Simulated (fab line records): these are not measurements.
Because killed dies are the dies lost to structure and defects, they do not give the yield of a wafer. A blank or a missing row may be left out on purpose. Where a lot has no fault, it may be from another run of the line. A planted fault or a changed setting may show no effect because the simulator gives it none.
fab line records | flow n5_finfet
record: lots: 7 | wafers: 21 | last_day: 17
route steps=1938 shown MOL_CONTACT_COAG@589
lots with no fault: from the same line, run without faults
start_h: start of the lot's first displayed wafer, in hours after the record's first day | wait_h: hours since the lot's step before | " unchanged from the row above | L1.1+2: a single row standing in for several wafers | - no value, or no start given | * or withheld: withheld | < > ~ a bound
route shown NAME@n: a module of which the file shows steps, and the number in the route of the first | usual: mean and standard deviation over wafers with no fault | same: alike in all rows | chamber/n: place in a boat | sites: readings site by site | _std_site: the standard deviation of these | _edge_site: the outer-site mean with the inner-site mean subtracted | radius_mm: for every site, how far away it sits from the centre of the wafer | mask NAME#n: copy n | behind: the tool/chamber that last shaped the wafer | hold: why the lot was held/for how many hours/how that ended | device: whichever transistor did not switch (one of n, p or np) | end of line: tests run on the same wafers once the route is complete | for a step that has no rows: nothing shown but its recipe | killed: count of dies lost to structure and defects at first sort (not the wafer's yield) | map: shows each die of a wafer: x if killed, . if not, _ if none is there
set.NAME: the setting the step ran with; set.NAME@STEP: the setting that earlier step ran with | model.NAME: the simulator's own value behind a step, which no gauge read
lots seen at some steps along the route; tables by step, rows by wafer
services: the hour from which a tool's chamber was out of use, counted from the record's first day as start_h (under 0 if before that day), plus the number of hours and why
== steps ==
step: N5_MOL_CONTACT_COAG_STRIP_119
recipe: chemistry: N2/H2 | time_s: 30 | power_w: 1000 | temp_c: 250 | pressure_mtorr: withheld | n2_flow_sccm: 1750 | h2_flow_sccm: 3250
usual: drypump_motor_current_A: 5.6/0.44 | h2_flow_sccm: 3252/9.6 | heater_power_w: 338/28 | n2_flow_sccm: 1750/4.4 | temp_c: 250.02/0.21
lot.wafer | tool            | chamber | start_h | wait_h | drypump_motor_current_A | h2_flow_sccm | heater_power_w | n2_flow_sccm | rf_hours_counter_h | temp_c
L798.1    | plasma_asher-02 | 0       | 107.81  | 0.1    | 4.9                     | 3258         | 326            | 1753         | 96                 | 250.12
L798.3    | "               | 0       | "       | "      | 4.9                     | 3241         | 330            | 1749         | -                  | 250.31
L798.4    | "               | 1       | "       | "      | 5.5                     | 3251         | 348            | 1762         | -                  | 249.81
L810.2    | plasma_asher-01 | 1       | 181.79  | 0.1    | 5.7                     | 3266         | 375            | 1758         | 55                 | 250.24
L810.3    | "               | 1       | "       | "      | 5.6                     | 3244         | 371            | 1753         | -                  | 250.14
L810.4    | "               | 0       | "       | "      | 6.1                     | 3240         | 300            | 1747         | -                  | 250.02
L816.1    | plasma_asher-01 | 0       | 211.86  | 0.1    | 6.1                     | 3267         | 301            | 1754         | 61                 | 249.98
L816.4    | "               | 1       | "       | "      | 5.6                     | 3257         | 374            | 1753         | -                  | 249.75
L816.5    | "               | 1       | "       | "      | 5.7                     | 3275         | 379            | 1753         | -                  | 249.73
L817.1    | plasma_asher-02 | 0       | 218.39  | 0.1    | 4.8                     | 3241         | 334            | 1749         | 119                | 250.14
L817.4    | "               | 1       | "       | "      | 5.5                     | 3272         | 354            | 1756         | -                  | 249.94
L817.6    | "               | 1       | "       | "      | 5.5                     | 3280         | 347            | 1760         | -                  | 249.89
L818.1    | plasma_asher-01 | 0       | 229.04  | 0.1    | 6.1                     | 3246         | 300            | 1749         | 64                 | 249.64
L818.3    | "               | 1       | "       | "      | 5.6                     | 3231         | 381            | 1748         | -                  | 249.98
L818.6    | "               | 1       | "       | "      | 5.6                     | 3239         | 374            | 1747         | -                  | 249.74
L819.2    | plasma_asher-01 | 1       | 232.17  | 0.1    | 5.6                     | 3249         | 377            | 1753         | 65                 | 249.54
L819.3    | "               | 0       | "       | "      | 6.1                     | 3250         | 300            | 1749         | -                  | 249.81
L819.5    | "               | 1       | "       | "      | 5.7                     | 3261         | 374            | 1754         | -                  | 249.85
L820.1    | plasma_asher-02 | 0       | 239.05  | 0.1    | 4.9                     | 3251         | 330            | 1745         | 121                | 250.37
L820.2    | "               | 1       | "       | "      | 5.5                     | 3244         | 348            | 1747         | 121                | 250.16
L820.5    | "               | 0       | "       | "      | 4.9                     | 3251         | 328            | 1760         | -                  | 250.10
step: N5_MOL_CONTACT_COAG_PRECLEAN_144
recipe: chemistry: alkaline_clean | temp_c: 60 | time_s: 60 | do_ppb: 50
step: N5_MOL_CONTACT_COAG_SRD_145
recipe: dry: ipa_marangoni | time_s: 30 | temp_c: 23 | rinse_liquid: diw
step: N5_MOL_CONTACT_COAG_CD_MEAS_137
recipe: target_cd_nm: 16
usual: cd_nm: 15.9/0.44
lot.wafer | tool      | chamber | start_h | wait_h | cd_nm
L798.1    | cd_sem-03 | -       | 107.96  | 0.0    | 14.9
L798.3    | "         | -       | "       | "      | 15.4
L798.4    | "         | -       | "       | "      | 15.4
L810.2    | cd_sem-02 | -       | 181.98  | 0.0    | 15.8
L810.3    | "         | -       | "       | "      | 15.9
L810.4    | "         | -       | "       | "      | 16.3
L816.1    | cd_sem-01 | -       | 212.01  | 0.0    | 16.4
L816.4    | "         | -       | "       | "      | 16.2
L816.5    | "         | -       | "       | "      | 15.9
L817.1    | cd_sem-03 | -       | 218.55  | 0.0    | 16.2
L817.4    | "         | -       | "       | "      | 16.0
L817.6    | "         | -       | "       | "      | 16.1
L818.1    | cd_sem-03 | -       | 229.18  | 0.0    | 15.9
L818.3    | "         | -       | "       | "      | 15.6
L818.6    | "         | -       | "       | "      | 16.4
L819.2    | cd_sem-03 | -       | 232.31  | 0.0    | 15.5
L819.3    | "         | -       | "       | "      | 15.1
L819.5    | "         | -       | "       | "      | 15.4
L820.1    | cd_sem-03 | -       | 239.20  | 0.0    | 15.7
L820.2    | "         | -       | "       | "      | 15.8
L820.5    | "         | -       | "       | "      | 15.9
step: N5_MOL_CONTACT_COAG_COAT_62
recipe: resist: SOC | temp_c: 250 | time_s: 60 | spin_rpm: 1500 | resist_thk_nm: 60
step: N5_MOL_CONTACT_COAG_COAT_63
recipe: resist: SiARC | temp_c: 220 | time_s: 60 | spin_rpm: 1500 | resist_thk_nm: 10
step: N5_MOL_CONTACT_COAG_COAT_64
recipe: resist: underlayer | temp_c: 205 | time_s: 60 | spin_rpm: 1500 | resist_thk_nm: 10
step: N5_MOL_CONTACT_COAG_COAT_34
recipe: resist: CAR-EUV | spin_rpm: 1500 | resist_thk_nm: 40
step: N5_MOL_CONTACT_COAG_EBR_36
recipe: solvent: PGMEA | ebr_width_mm: 1.5
step: N5_MOL_CONTACT_COAG_SOFTBAKE_35
recipe: temp_c: 110 | time_s: 60 | resist: CAR-EUV
step: N5_MOL_CONTACT_COAG_EXPOSE_37
recipe: mask_id: VD | na: 0.33 | source_shape: annular | sigma_inner: 0.3 | sigma_outer: 0.7 | polarization: unpolarized | defocus_nm: 0 | dose_mj: 62
step: N5_MOL_CONTACT_COAG_PEB_38
recipe: peb_temp_c: 100 | peb_time_s: 60 | resist: CAR-EUV
step: N5_MOL_CONTACT_COAG_DEVELOP_39
recipe: develop_time_s: 30 | developer: TMAH | resist: CAR-EUV | rinse_liquid: surfactant_rinse | dry: air_spin | dev_temp_c: 23
usual: chill_plate_temp_C: 23.00/0.12 | develop_time_s: 30/0
lot.wafer | tool           | chamber | start_h | wait_h | chill_plate_temp_C | develop_time_s | model.CAR-EUV_of_MOL_CONTACT_COAG_COAT_34.thk_nm
L798.1    | litho_track-01 | 0       | 108.22  | -      | 22.90              | 30             | 39.4
L798.3    | "              | 0       | "       | "      | 22.97              | 30             | 39.4
L798.4    | "              | 0       | "       | "      | 23.13              | 30             | 39.4
L810.2    | litho_track-03 | 0       | 182.37  | -      | 23.11              | 30             | 39.6
L810.3    | "              | 0       | "       | "      | 23.21              | 30             | 39.6
L810.4    | "              | 0       | "       | "      | 23.07              | 30             | 39.6
L816.1    | litho_track-03 | -       | 212.27  | -      | -                  | -              | 40
L816.4    | "              | -       | "       | "      | -                  | -              | 39.8
L816.5    | "              | -       | "       | "      | -                  | -              | 39.8
L817.1    | litho_track-04 | -       | 218.81  | -      | -                  | -              | 40
L817.4    | "              | -       | "       | "      | -                  | -              | 40
L817.6    | "              | -       | "       | "      | -                  | -              | 40
L818.1    | litho_track-01 | -       | 229.57  | -      | -                  | -              | 40.2
L818.3    | "              | -       | "       | "      | -                  | -              | 40
L818.6    | "              | -       | "       | "      | -                  | -              | 40.2
L819.2    | litho_track-01 | 0       | 232.70  | -      | 23.03              | 30             | 39.4
L819.3    | "              | 0       | "       | "      | 23.09              | 30             | 39.6
L819.5    | "              | 0       | "       | "      | 23.13              | 30             | 39.6
L820.1    | litho_track-01 | 0       | 239.46  | -      | 22.86              | 30             | 39.6
L820.2    | "              | 0       | "       | "      | 22.78              | 30             | 39.6
L820.5    | "              | 0       | "       | "      | 22.87              | 30             | 39.6
step: N5_MOL_CONTACT_COAG_CD_MEAS_40
recipe: target_cd_nm: 25.1 | landing_energy_ev: 500 | detector: se_inlens | polarity: opening
usual: cd_nm: 25.12/0.25
lot.wafer | tool      | chamber | start_h | wait_h | cd_nm
L798.1    | cd_sem-03 | 0       | 108.28  | -      | 24.68
L798.3    | "         | 0       | "       | "      | 24.79
L798.4    | "         | 0       | "       | "      | 25.01
L810.2    | cd_sem-03 | 0       | 182.43  | -      | 25.02
L810.3    | "         | 0       | "       | "      | 25.15
L810.4    | "         | 0       | "       | "      | 25.59
L816.1    | cd_sem-01 | 0       | 212.33  | -      | -
L816.4    | "         | 0       | "       | "      | -
L816.5    | "         | 0       | "       | "      | -
L817.1    | cd_sem-02 | 0       | 218.87  | -      | -
L817.4    | "         | 0       | "       | "      | -
L817.6    | "         | 0       | "       | "      | -
L818.1    | cd_sem-03 | 0       | 229.63  | -      | -
L818.3    | "         | 0       | "       | "      | -
L818.6    | "         | 0       | "       | "      | -
L819.2    | cd_sem-01 | 0       | 232.76  | -      | 24.75
L819.3    | "         | 0       | "       | "      | 25.17
L819.5    | "         | 0       | "       | "      | 24.57
L820.1    | cd_sem-02 | 0       | 239.52  | -      | 25.19
L820.2    | "         | 0       | "       | "      | 24.96
L820.5    | "         | 0       | "       | "      | 25.27
== services ==
tool            | chamber | start_h | hours | kind
plasma_asher-01 | -       | 90.85   | 2.3   | repair
== key ==
first_sign: step: N5_MOL_CONTACT_COAG_DEVELOP_39 | reading: tool_record | direction: missing
effect none on later readings
model_effect: step: N5_MOL_CONTACT_COAG_DEVELOP_39 | value: CAR-EUV_of_MOL_CONTACT_COAG_COAT_34.thk_nm | without: 39.56 | struck: 40
met_at N5_MOL_CONTACT_COAG_DEVELOP_39
struck_wafers L816.1,L816.4,L816.5,L817.1,L817.4,L817.6,L818.1,L818.3,L818.6
later_rows_left_out L816.1,L816.4,L816.5,L817.1,L817.4,L817.6,L818.1,L818.3,L818.6
sort_left_out L816.1,L816.4,L816.5,L817.1,L817.4,L817.6,L818.1,L818.3,L818.6
onset_between 182.37 212.27
fault: kind: skipped_step_whole | tool: litho_track-01,litho_track-03,litho_track-04 | chamber: - | onset_h: 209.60 | steps: N5_MOL_CONTACT_COAG_DEVELOP_39 | scope: struck_lots_only
sort_left_out: the simulated sort isn't trusted on such a fault, so these wafers' sort isn't shown, and their yield isn't known
later_rows_left_out: the simulator's readings of these wafers behind a module that went badly wrong aren't trusted and aren't shown, but for the sort
